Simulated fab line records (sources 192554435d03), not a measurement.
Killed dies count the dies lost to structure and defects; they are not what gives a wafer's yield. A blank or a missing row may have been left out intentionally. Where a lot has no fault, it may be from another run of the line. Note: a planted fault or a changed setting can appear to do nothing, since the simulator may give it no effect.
fab line records || flow n5-finfet
record: {"lots": 3, "wafers": 8, "last-day": 18}
route steps=1938 shown MOL_CONTACT_COAG@551 BEOL_M4@1111
lots with no fault: from the same line, run without faults
start-h: the number of hours between the record's first day and the start of the first shown wafer of the lot || wait-h: hours from the lot's prior step to this one || " repeats the value in the row above || L1.1+2: several wafers, shown together as one row || - either no value or no given start || * or withheld: withheld || < > ~ a bound
route shown NAME@n: a module of which the file shows steps, and the number in the route of the first || usual: mean/standard deviation of fault-free wafers || same: alike in all rows || chamber/n: place in a boat || sites: the reading at each site || _std_site: how widely they spread, as a standard deviation || _edge_site: outer sites' mean less inner sites' || radius-mm: for every site, how far away it sits from the centre of the wafer || mask NAME#n: copy n || behind: the most recent tool/chamber to have shaped the wafer || hold: cause of the lot's hold/its duration in hours/its outcome || device: which transistor (n, p or np) failed to switch || end of line: tests of these same wafers at the route's end || a step with no rows: only its recipe || killed: at the first sort, the dies lost to defects and structure; wafer yield is something else || map: the dies of a wafer, with x for killed, . for not killed, _ for no die there
set.NAME: the run value of the setting; set.NAME@STEP: its run value at that earlier step || model.NAME: the simulator's own value behind a step, which no gauge read
certain route steps with their lots: each step a table, each wafer a row
services: a tool's chamber out of use, with start hour (start-h, from the record's first day; less than 0 if before it), hours out, and reason
== steps ==
step: N5_MOL_CONTACT_COAG_SPUTTER_130
recipe: {"material": "Co", "target-thk-a": 475, "temp-c": 25, "chamber-pressure-pa": 0.5, "power-w": 3000}
step: N5_MOL_CONTACT_COAG_PRECLEAN_125
recipe: {"chemistry": "DIW", "time-s": 57.5, "temp-c": 23}
step: N5_MOL_CONTACT_COAG_SRD_126
recipe: {"dry-time-s": 32, "dry": "n2-spin", "spin-rpm": 1500}
step: N5_MOL_CONTACT_COAG_CMP_23
recipe: {"stop-on": "SiO2", "t-overpolish-s": 1.5, "post-cmp-clean": "cu-alkaline", "down-force-psi": 2, "platen-rpm": 50.289, "pad-velocity-m-s": 1.0006, "target-thk-nm": 0}
step: N5_MOL_CONTACT_COAG_WET_ETCH_26
recipe: {"target": "Co", "target-depth-nm": 13}
step: N5_MOL_CONTACT_COAG_WET_ETCH_116
recipe: {"chemistry": "SC1-inhibited", "target-depth-nm": 4.6, "dry": "ipa-marangoni", "rinse-time-s": 30, "rinse-temp-c": 23}
step: N5_MOL_CONTACT_COAG_ALD_27
recipe: {"material": "SiOC", "target-thk-a": 170, "temp-c": 400, "ald-precursor-family": "carbosiloxane", "ald-co-reactant": "H2-plasma", "pulse-time-s": 1.5, "time-s": 2720, "purge-time-s": 2, "co-reactant-purge-time-s": 2, "ald-cycles": 340, "pressure-torr": 2}
step: N5_MOL_CONTACT_COAG_CMP_28
recipe: {"stop-on": "SiNx", "t-overpolish-s": 0.85, "post-cmp-clean": "alkaline-brush", "down-force-psi": 4.15, "platen-rpm": 51.8, "pad-velocity-m-s": 1.0307, "target-thk-nm": 14.522}
step: N5_MOL_CONTACT_COAG_ALD_123
recipe: {"material": "SiNx", "target-thk-a": 50, "temp-c": 400, "ald-precursor-family": "SiH2I2", "ald-co-reactant": "N2/H2-plasma", "pulse-time-s": 1, "purge-time-s": 2, "co-reactant-purge-time-s": 2, "ald-cycles": 100, "pressure-torr": 2}
step: N5_MOL_CONTACT_COAG_PECVD_31
recipe: {"material": "SiO2", "target-thk-a": 460, "temp-c": 400, "precursor": "TEOS/O2", "pressure-torr": 6.5, "rf-w": "withheld", "teos-flow-sccm": "withheld", "gas": "O2", "flow-sccm": 2650, "time-s": 8.9}
{"lot.wafer": "L531.1", "tool": "pecvd-04", "chamber": 1, "start-h": 114.63, "wait-h": 0.3, "model.SiO2_of_MOL_CONTACT_COAG_PECVD_31.thk-nm": 46}
{"lot.wafer": "L531.5", "tool": "pecvd-04", "chamber": 2, "start-h": 114.63, "wait-h": 0.3, "model.SiO2_of_MOL_CONTACT_COAG_PECVD_31.thk-nm": 46.2}
{"lot.wafer": "L531.6", "tool": "pecvd-04", "chamber": 1, "start-h": 114.63, "wait-h": 0.3, "model.SiO2_of_MOL_CONTACT_COAG_PECVD_31.thk-nm": 45.6}
{"lot.wafer": "L542.1", "tool": "pecvd-04", "chamber": 0, "start-h": 182.95, "wait-h": 0.3, "model.SiO2_of_MOL_CONTACT_COAG_PECVD_31.thk-nm": 45.2}
{"lot.wafer": "L542.6", "tool": "pecvd-04", "chamber": 2, "start-h": 182.95, "wait-h": 0.3, "model.SiO2_of_MOL_CONTACT_COAG_PECVD_31.thk-nm": 19}
{"lot.wafer": "L551.2", "tool": "pecvd-01", "chamber": 1, "start-h": 232.16, "wait-h": 0.3, "model.SiO2_of_MOL_CONTACT_COAG_PECVD_31.thk-nm": 46.6}
{"lot.wafer": "L551.4+6", "tool": "pecvd-01", "chamber": "1,0", "start-h": 232.16, "wait-h": 0.3, "model.SiO2_of_MOL_CONTACT_COAG_PECVD_31.thk-nm": 46.8}
step: N5_MOL_CONTACT_COAG_COAT_75
recipe: {"resist": "SOC", "temp-c": 250, "time-s": 60, "spin-rpm": 1500, "resist-thk-nm": 60}
step: N5_MOL_CONTACT_COAG_COAT_76
recipe: {"resist": "SiARC", "temp-c": 220, "time-s": 60, "spin-rpm": 1500, "resist-thk-nm": 10}
step: N5_MOL_CONTACT_COAG_COAT_77
recipe: {"resist": "underlayer", "temp-c": 205, "time-s": 60, "spin-rpm": 1500, "resist-thk-nm": 10}
step: N5_MOL_CONTACT_COAG_COAT_78
recipe: {"resist": "CAR-EUV", "spin-rpm": 1500, "resist-thk-nm": 40}
step: N5_MOL_CONTACT_COAG_EBR_80
recipe: {"solvent": "PGMEA", "ebr-width-mm": 1.5}
step: N5_MOL_CONTACT_COAG_SOFTBAKE_79
recipe: {"temp-c": 110, "time-s": 60, "resist": "CAR-EUV"}
step: N5_MOL_CONTACT_COAG_EXPOSE_81
recipe: {"mask-id": "VG", "na": 0.33, "source-shape": "annular", "sigma-inner": 0.3, "sigma-outer": 0.7, "polarization": "unpolarized", "defocus-nm": 0, "dose-mj": 59.5}
step: N5_MOL_CONTACT_COAG_PEB_82
recipe: {"peb-temp-c": 100, "peb-time-s": 60, "resist": "CAR-EUV"}
step: N5_MOL_CONTACT_COAG_DEVELOP_83
recipe: {"develop-time-s": 30, "developer": "TMAH", "resist": "CAR-EUV", "rinse-liquid": "surfactant-rinse", "dry": "air-spin", "dev-temp-c": 23}
step: N5_MOL_CONTACT_COAG_DESCUM_88
recipe: {"chemistry": "O2", "time-s": 7, "source-power-w": 50, "bias-power-w": 20, "pressure-mtorr": 20, "rf-frequency-hz": 2.712e+07, "temp-c": 40, "resist": "CAR-EUV", "o2-flow-sccm": 225}
step: N5_MOL_CONTACT_COAG_ETCH_89
recipe: {"chemistry": "N2/H2", "target": "underlayer", "target-depth-a": 130, "mask-material": "CAR-EUV", "time-s": 10.4, "ion-energy-ev": 200, "pressure-mtorr": 30, "source-w": 840, "bias-w": 150, "n2-flow-sccm": 200, "h2-flow-sccm": 200, "ends": "cleared"}
step: N5_MOL_CONTACT_COAG_ETCH_90
recipe: {"chemistry": "CF4", "target": "SiARC", "target-depth-a": 130, "mask-material": "CAR-EUV", "time-s": 21.7, "ion-energy-ev": 80, "pressure-mtorr": 40, "source-w": 545, "bias-w": 36, "Ar_flow_sccm": 100, "cf4-flow-sccm": 100, "ends": "cleared"}
step: N5_MOL_CONTACT_COAG_ALD_131
recipe: {"material": "SiO2", "target-thk-a": 50, "temp-c": 100, "ald-precursor-family": "BDEAS", "ald-co-reactant": "O2-plasma", "pulse-time-s": 1, "co-reactant-pulse-time-s": 1, "purge-time-s": 2, "co-reactant-purge-time-s": 2, "ald-cycles": 35, "pressure-torr": 2}
step: N5_MOL_CONTACT_COAG_ETCHBACK_132
recipe: {"chemistry": "CHF3", "target": "SiO2", "target-depth-a": 100, "time-s": 6.7, "ion-energy-ev": 200, "pressure-mtorr": 30, "source-w": 610, "bias-w": 170, "Ar_flow_sccm": 200, "CHF3_flow_sccm": 50}
step: N5_MOL_CONTACT_COAG_ETCH_91
recipe: {"chemistry": "N2/H2", "target": "SOC", "target-depth-a": 600, "overetch-a": 210, "mask-material": "SiARC", "temp-c": 40, "time-s": 101.2, "ion-energy-ev": 200, "pressure-mtorr": 30, "source-w": 840, "bias-w": 150, "n2-flow-sccm": 200, "h2-flow-sccm": 200}
step: N5_MOL_CONTACT_COAG_STRIP_92
recipe: {"chemistry": "N2/H2", "temp-c": 40, "n2-flow-sccm": 200, "h2-flow-sccm": 200, "rf-frequency-hz": 6e+07}
step: N5_MOL_CONTACT_COAG_STRIP_93
recipe: {"chemistry": "N2/H2", "temp-c": 40, "n2-flow-sccm": 200, "h2-flow-sccm": 200, "rf-frequency-hz": 6e+07}
step: N5_MOL_CONTACT_COAG_ETCHBACK_135
recipe: {"chemistry": "CHF3", "target": "SiO2", "target-depth-a": 250, "time-s": 16.7, "ion-energy-ev": 200, "pressure-mtorr": 30, "source-w": 610, "bias-w": 170, "Ar_flow_sccm": 200, "CHF3_flow_sccm": 50}
step: N5_MOL_CONTACT_COAG_STRIP_118
recipe: {"chemistry": "CHF3", "resist": "SiARC", "rf-frequency-hz": 6e+07}
step: N5_MOL_CONTACT_COAG_VIA_ETCH_46
recipe: {"chemistry": "C4F6/O2", "target-depth-a": 460, "overetch-a": 92, "mask-material": "SOC", "target": "SiO2", "bias-w": 455, "pressure-mtorr": 10, "time-s": 40, "source-w": 325, "Ar_flow_sccm": 300, "C4F6_flow_sccm": 10, "O2_flow_sccm": 10, "ion-energy-ev": 575.3, "ends": "end-point"}
usual: {"drypump-motor-current-A": "5.8/0.45", "oes-product-au": "0.72/0.081", "rf-fwd-power-W": "322.9/1", "rf-vpp-V": "1581/15", "showerhead-plenum-p-Torr": "2.84/0.09", "throttle-valve-pct": "40.71/0.25"}
{"lot.wafer": "L531.1", "tool": "rie-diel-01", "chamber": 3, "start-h": 115.56, "wait-h": 0.0, "drypump-motor-current-A": 6.2, "oes-product-au": 0.80, "rf-fwd-power-W": 323.0, "rf-hours-counter-h": 24, "rf-vpp-V": 1600, "showerhead-plenum-p-Torr": 3.01, "throttle-valve-pct": 40.63, "model.etch.depth-nm": 46.07}
{"lot.wafer": "L531.5", "tool": "rie-diel-01", "chamber": 1, "start-h": 115.56, "wait-h": 0.0, "drypump-motor-current-A": 5.9, "oes-product-au": 0.82, "rf-fwd-power-W": 322.4, "rf-hours-counter-h": "-", "rf-vpp-V": 1566, "showerhead-plenum-p-Torr": 2.78, "throttle-valve-pct": 40.71, "model.etch.depth-nm": 46.23}
{"lot.wafer": "L531.6", "tool": "rie-diel-01", "chamber": 0, "start-h": 115.56, "wait-h": 0.0, "drypump-motor-current-A": 6.2, "oes-product-au": 0.62, "rf-fwd-power-W": 322.8, "rf-hours-counter-h": "-", "rf-vpp-V": 1570, "showerhead-plenum-p-Torr": 2.91, "throttle-valve-pct": 40.50, "model.etch.depth-nm": 45.69}
{"lot.wafer": "L542.1", "tool": "rie-diel-02", "chamber": 2, "start-h": 184.02, "wait-h": 0.0, "drypump-motor-current-A": 5.6, "oes-product-au": 0.82, "rf-fwd-power-W": 323.5, "rf-hours-counter-h": 16, "rf-vpp-V": 1571, "showerhead-plenum-p-Torr": 2.90, "throttle-valve-pct": 41.10, "model.etch.depth-nm": 45.27}
{"lot.wafer": "L542.6", "tool": "rie-diel-02", "chamber": 2, "start-h": 184.02, "wait-h": 0.0, "drypump-motor-current-A": 5.7, "oes-product-au": 0.56, "rf-fwd-power-W": 323.2, "rf-hours-counter-h": "-", "rf-vpp-V": 1571, "showerhead-plenum-p-Torr": 2.90, "throttle-valve-pct": 40.84, "model.etch.depth-nm": 18.95}
{"lot.wafer": "L551.2", "tool": "rie-diel-01", "chamber": 2, "start-h": 233.23, "wait-h": 0.0, "drypump-motor-current-A": 5.6, "oes-product-au": 0.66, "rf-fwd-power-W": 323.4, "rf-hours-counter-h": 200, "rf-vpp-V": 1552, "showerhead-plenum-p-Torr": 2.82, "throttle-valve-pct": 40.54, "model.etch.depth-nm": 46.56}
{"lot.wafer": "L551.4", "tool": "rie-diel-01", "chamber": 1, "start-h": 233.23, "wait-h": 0.0, "drypump-motor-current-A": 5.9, "oes-product-au": 0.76, "rf-fwd-power-W": 322.7, "rf-hours-counter-h": 54, "rf-vpp-V": 1565, "showerhead-plenum-p-Torr": 2.76, "throttle-valve-pct": 40.73, "model.etch.depth-nm": 46.88}
{"lot.wafer": "L551.6", "tool": "rie-diel-01", "chamber": 1, "start-h": 233.23, "wait-h": 0.0, "drypump-motor-current-A": 5.9, "oes-product-au": 0.77, "rf-fwd-power-W": 322.2, "rf-hours-counter-h": "-", "rf-vpp-V": 1563, "showerhead-plenum-p-Torr": 2.76, "throttle-valve-pct": 40.73, "model.etch.depth-nm": 46.72}
step: N5_MOL_CONTACT_COAG_STRIP_96
recipe: {"chemistry": "N2/H2", "power-w": 500, "temp-c": 40, "pressure-mtorr": 50, "rf-frequency-hz": 6e+07, "overash-fraction": 0.3, "bias-power-w": 28, "h2-frac": 0.5, "n2-flow-sccm": 300, "h2-flow-sccm": 300}
step: N5_MOL_CONTACT_COAG_ETCH_47
recipe: {"chemistry": "CH3F/O2", "target": "SiNx", "target-depth-a": 270, "mask-material": "SiO2", "stop-on": "W", "over-etch-frac": 0.2, "ion-energy-ev": 120, "endpoint": "OES-CN", "pressure-mtorr": 30, "source-w": 395, "bias-w": 73, "Ar_flow_sccm": 150, "CH3F_flow_sccm": 30, "O2_flow_sccm": 20, "ends": "end-point"}
step: N5_MOL_CONTACT_COAG_STRIP_119
recipe: {"chemistry": "N2/H2", "time-s": 30, "power-w": 1000, "temp-c": 250, "pressure-mtorr": "withheld", "n2-flow-sccm": 1750, "h2-flow-sccm": 3250}
step: N5_MOL_CONTACT_COAG_PRECLEAN_144
recipe: {"chemistry": "alkaline-clean", "temp-c": 60, "time-s": 60, "do-ppb": 50}
step: N5_MOL_CONTACT_COAG_SRD_145
recipe: {"dry": "ipa-marangoni", "time-s": 30, "temp-c": 23, "rinse-liquid": "diw"}
step: N5_MOL_CONTACT_COAG_CMP_52
recipe: {"stop-on": "SiO2", "t-overpolish-s": 1.5, "post-cmp-clean": "w-dilute-nh4oh", "down-force-psi": 4, "platen-rpm": 50.289, "pad-velocity-m-s": 1.0006, "target-thk-nm": 66.5}
usual: {"edge-zone-pressure-frac": "1.000/0.0048", "motor-current-A": "12.5/1.1", "platen-rpm": "50.29/0.031"}
{"lot.wafer": "L531.1", "tool": "cmp-02", "chamber": 1, "start-h": 118.01, "wait-h": 0.1, "edge-zone-pressure-frac": 0.991, "motor-current-A": 12.2, "platen-rpm": 50.30, "model.SiO2_of_MOL_CONTACT_COAG_PECVD_31.thk-nm": 44}
{"lot.wafer": "L531.6", "tool": "cmp-02", "chamber": 2, "start-h": 118.01, "wait-h": 0.1, "edge-zone-pressure-frac": 1.005, "motor-current-A": 13.8, "platen-rpm": 50.23, "model.SiO2_of_MOL_CONTACT_COAG_PECVD_31.thk-nm": 43.6}
{"lot.wafer": "L531.5", "tool": "cmp-02", "chamber": 3, "start-h": 118.01, "wait-h": 0.1, "edge-zone-pressure-frac": 1.006, "motor-current-A": 11.4, "platen-rpm": 50.31, "model.SiO2_of_MOL_CONTACT_COAG_PECVD_31.thk-nm": 44.2}
{"lot.wafer": "L542.1", "tool": "cmp-01", "chamber": 1, "start-h": 186.31, "wait-h": 0.1, "edge-zone-pressure-frac": 1.007, "motor-current-A": 12.7, "platen-rpm": 50.26, "model.SiO2_of_MOL_CONTACT_COAG_PECVD_31.thk-nm": 43.2}
{"lot.wafer": "L542.6", "tool": "cmp-01", "chamber": 2, "start-h": 186.31, "wait-h": 0.1, "edge-zone-pressure-frac": 1.007, "motor-current-A": 12.2, "platen-rpm": 50.35, "model.SiO2_of_MOL_CONTACT_COAG_PECVD_31.thk-nm": 17}
{"lot.wafer": "L551.4", "tool": "cmp-02", "chamber": 3, "start-h": 235.28, "wait-h": 0.0, "edge-zone-pressure-frac": 1.001, "motor-current-A": 12.4, "platen-rpm": 50.23, "model.SiO2_of_MOL_CONTACT_COAG_PECVD_31.thk-nm": 44.8}
{"lot.wafer": "L551.2", "tool": "cmp-02", "chamber": 1, "start-h": 235.28, "wait-h": 0.0, "edge-zone-pressure-frac": 0.996, "motor-current-A": 11.7, "platen-rpm": 50.31, "model.SiO2_of_MOL_CONTACT_COAG_PECVD_31.thk-nm": 44.6}
{"lot.wafer": "L551.6", "tool": "cmp-02", "chamber": 3, "start-h": 235.28, "wait-h": 0.0, "edge-zone-pressure-frac": 0.993, "motor-current-A": 12.1, "platen-rpm": 50.28, "model.SiO2_of_MOL_CONTACT_COAG_PECVD_31.thk-nm": 44.6}
step: N5_MOL_CONTACT_COAG_THK_MEAS_53
recipe: {"reads": "SiO2_of_MOL_CONTACT_COAG_PECVD_31"}
usual: {"VIA_MOL_THK": "43.9/0.56"}
{"lot.wafer": "L531.1", "tool": "film-metro-01", "chamber": "-", "start-h": 118.19, "wait-h": "-", "VIA_MOL_THK[nm]": 44.0}
{"lot.wafer": "L531.5", "tool": "film-metro-01", "chamber": "-", "start-h": 118.19, "wait-h": "-", "VIA_MOL_THK[nm]": 44.2}
{"lot.wafer": "L531.6", "tool": "film-metro-01", "chamber": "-", "start-h": 118.19, "wait-h": "-", "VIA_MOL_THK[nm]": 43.6}
{"lot.wafer": "L542.1", "tool": "film-metro-02", "chamber": "-", "start-h": 186.49, "wait-h": "-", "VIA_MOL_THK[nm]": 43.2}
{"lot.wafer": "L542.6", "tool": "film-metro-02", "chamber": "-", "start-h": 186.49, "wait-h": "-", "VIA_MOL_THK[nm]": 16.9}
{"lot.wafer": "L551.2", "tool": "film-metro-02", "chamber": "-", "start-h": 235.58, "wait-h": "-", "VIA_MOL_THK[nm]": 44.5}
{"lot.wafer": "L551.4", "tool": "film-metro-02", "chamber": "-", "start-h": 235.58, "wait-h": "-", "VIA_MOL_THK[nm]": 44.8}
{"lot.wafer": "L551.6", "tool": "film-metro-02", "chamber": "-", "start-h": 235.58, "wait-h": "-", "VIA_MOL_THK[nm]": 44.7}
step: N5_BEOL_M4_RC_MEAS_101
usual: {"DIBL_N": "36.4/1.2", "DIBL_P": "36.1/1.6", "IOFF_N": "0.156/0.024", "IOFF_P": "0.21/0.031", "ION_N": "674/11", "ION_P": "463/6.9", "SS_N": "71.5/0.5", "SS_P": "73.2/0.55", "VT_N": "250.0/2.9", "VT_P": "-250/3.6"}
{"lot.wafer": "L531.1", "tool": "prober-02", "chamber": 0, "start-h": 174.27, "wait-h": 0.0, "DIBL_N[mV/V]": 35.8, "DIBL_P[mV/V]": 36.7, "IOFF_N[nA/um]": 0.163, "IOFF_P[nA/um]": 0.19, "ION_N[uA/um]": 665, "ION_P[uA/um]": 449, "SS_N[mV/dec]": 71.5, "SS_P[mV/dec]": 73.8, "VT_N[mV]": 248.6, "VT_P[mV]": -254}
{"lot.wafer": "L531.5", "tool": "prober-02", "chamber": 0, "start-h": 174.27, "wait-h": 0.0, "DIBL_N[mV/V]": 36.0, "DIBL_P[mV/V]": 36.5, "IOFF_N[nA/um]": 0.157, "IOFF_P[nA/um]": 0.19, "ION_N[uA/um]": 672, "ION_P[uA/um]": 458, "SS_N[mV/dec]": 71.7, "SS_P[mV/dec]": 74.4, "VT_N[mV]": 250.7, "VT_P[mV]": -254}
{"lot.wafer": "L531.6", "tool": "prober-02", "chamber": 0, "start-h": 174.27, "wait-h": 0.0, "DIBL_N[mV/V]": 35.5, "DIBL_P[mV/V]": 36.7, "IOFF_N[nA/um]": 0.159, "IOFF_P[nA/um]": 0.20, "ION_N[uA/um]": 675, "ION_P[uA/um]": 458, "SS_N[mV/dec]": 71.4, "SS_P[mV/dec]": 73.6, "VT_N[mV]": 247.7, "VT_P[mV]": -253}
{"lot.wafer": "L542.1", "tool": "prober-02", "chamber": 0, "start-h": 243.90, "wait-h": 0.0, "DIBL_N[mV/V]": 36.6, "DIBL_P[mV/V]": 35.0, "IOFF_N[nA/um]": 0.154, "IOFF_P[nA/um]": 0.19, "ION_N[uA/um]": 681, "ION_P[uA/um]": 463, "SS_N[mV/dec]": 71.8, "SS_P[mV/dec]": 73.3, "VT_N[mV]": 252.5, "VT_P[mV]": -252}
{"lot.wafer": "L542.6", "tool": "prober-02", "chamber": 0, "start-h": 243.90, "wait-h": 0.0, "DIBL_N[mV/V]": 36.7, "DIBL_P[mV/V]": 35.7, "IOFF_N[nA/um]": 0.170, "IOFF_P[nA/um]": 0.19, "ION_N[uA/um]": 685, "ION_P[uA/um]": 460, "SS_N[mV/dec]": 71.6, "SS_P[mV/dec]": 73.4, "VT_N[mV]": 247.7, "VT_P[mV]": -253}
{"lot.wafer": "L551.2", "tool": "prober-01", "chamber": 0, "start-h": 314.90, "wait-h": 0.2, "DIBL_N[mV/V]": 37.0, "DIBL_P[mV/V]": 36.9, "IOFF_N[nA/um]": 0.183, "IOFF_P[nA/um]": 0.20, "ION_N[uA/um]": 695, "ION_P[uA/um]": 463, "SS_N[mV/dec]": 72.7, "SS_P[mV/dec]": 73.8, "VT_N[mV]": 246.0, "VT_P[mV]": -251}
{"lot.wafer": "L551.4", "tool": "prober-01", "chamber": 0, "start-h": 314.90, "wait-h": 0.2, "DIBL_N[mV/V]": 36.7, "DIBL_P[mV/V]": 36.2, "IOFF_N[nA/um]": 0.167, "IOFF_P[nA/um]": 0.18, "ION_N[uA/um]": 680, "ION_P[uA/um]": 458, "SS_N[mV/dec]": 71.1, "SS_P[mV/dec]": 73.9, "VT_N[mV]": 249.4, "VT_P[mV]": -254}
{"lot.wafer": "L551.6", "tool": "prober-01", "chamber": 0, "start-h": 314.90, "wait-h": 0.2, "DIBL_N[mV/V]": 35.6, "DIBL_P[mV/V]": 35.2, "IOFF_N[nA/um]": 0.154, "IOFF_P[nA/um]": 0.17, "ION_N[uA/um]": 679, "ION_P[uA/um]": 457, "SS_N[mV/dec]": 72.1, "SS_P[mV/dec]": 73.0, "VT_N[mV]": 247.6, "VT_P[mV]": -254}
== services ==
{"tool": "cmp-01", "chamber": "-", "start-h": 97.77, "hours": 19.5, "kind": "repair"}
{"tool": "cmp-02", "chamber": "-", "start-h": 104.25, "hours": 0.9, "kind": "repair"}
{"tool": "rie-diel-02", "chamber": 2, "start-h": 108.20, "hours": "-", "kind": "clean"}
{"tool": "pecvd-01", "chamber": 0, "start-h": 118.69, "hours": 2.1, "kind": "scheduled-down"}
{"tool": "rie-diel-01", "chamber": 1, "start-h": 121.69, "hours": 7.3, "kind": "repair"}
{"tool": "cmp-02", "chamber": "-", "start-h": 124.95, "hours": 4.0, "kind": "pm"}
{"tool": "cmp-02", "chamber": "-", "start-h": 128.95, "hours": "-", "kind": "consumable-replace:conditioner"}
{"tool": "cmp-02", "chamber": "-", "start-h": 128.95, "hours": "-", "kind": "consumable-replace:pad"}
{"tool": "cmp-01", "chamber": "-", "start-h": 133.97, "hours": 2.0, "kind": "repair"}
{"tool": "rie-diel-01", "chamber": 0, "start-h": 144.08, "hours": "-", "kind": "clean"}
{"tool": "rie-diel-01", "chamber": 0, "start-h": 144.08, "hours": "-", "kind": "consumable-replace:focus-ring"}
{"tool": "rie-diel-01", "chamber": 0, "start-h": 144.08, "hours": 27.9, "kind": "scheduled-down"}
{"tool": "rie-diel-01", "chamber": 0, "start-h": 144.08, "hours": 27.9, "kind": "vent-cycle"}
{"tool": "rie-diel-02", "chamber": 3, "start-h": 152.96, "hours": 1.8, "kind": "repair"}
{"tool": "pecvd-04", "chamber": "-", "start-h": 154.32, "hours": 2.8, "kind": "pm"}
{"tool": "cmp-01", "chamber": "-", "start-h": 165.72, "hours": 20.0, "kind": "pm"}
{"tool": "rie-diel-01", "chamber": 1, "start-h": 172.82, "hours": 7.6, "kind": "repair"}
{"tool": "rie-diel-02", "chamber": 0, "start-h": 174.77, "hours": 2.9, "kind": "repair"}
{"tool": "cmp-02", "chamber": "-", "start-h": 183.50, "hours": 0.6, "kind": "repair"}
{"tool": "pecvd-04", "chamber": 0, "start-h": 190.36, "hours": 5.5, "kind": "scheduled-down"}
{"tool": "cmp-01", "chamber": "-", "start-h": 191.11, "hours": 0.3, "kind": "repair"}
{"tool": "pecvd-01", "chamber": 2, "start-h": 220.00, "hours": "-", "kind": "clean"}
{"tool": "rie-diel-01", "chamber": 3, "start-h": 225.93, "hours": 4.2, "kind": "repair"}
{"tool": "pecvd-04", "chamber": 2, "start-h": 234.50, "hours": 16.5, "kind": "scheduled-down"}
== key ==
first-sign: {"step": "N5_MOL_CONTACT_COAG_THK_MEAS_53", "reading": "VIA_MOL_THK", "direction": "down", "sigmas": 48, "usual": 43.9, "struck": 16.9}
effect none on later readings
model-effect: {"step": "N5_MOL_CONTACT_COAG_PECVD_31", "value": "SiO2_of_MOL_CONTACT_COAG_PECVD_31.thk-nm", "without": 46.6, "struck": 19}
model-effect: {"step": "N5_MOL_CONTACT_COAG_VIA_ETCH_46", "value": "etch.depth-nm", "without": 46.7, "struck": 18.95}
model-effect: {"step": "N5_MOL_CONTACT_COAG_CMP_52", "value": "SiO2_of_MOL_CONTACT_COAG_PECVD_31.thk-nm", "without": 44.6, "struck": 17}
met-at N5_MOL_CONTACT_COAG_PECVD_31
struck-wafers L542.6
onset-between 114.63 182.95
fault: {"kind": "process-parameter-drift", "tool": "pecvd-04", "chamber": "-", "onset-h": 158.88, "steps": "N5_MOL_CONTACT_COAG_PECVD_31", "channel": "time-s", "offset": "*", "shape": "step", "end-h": 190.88, "scope": "struck-wafers-only", "acts-in": "*", "stated": "*"}
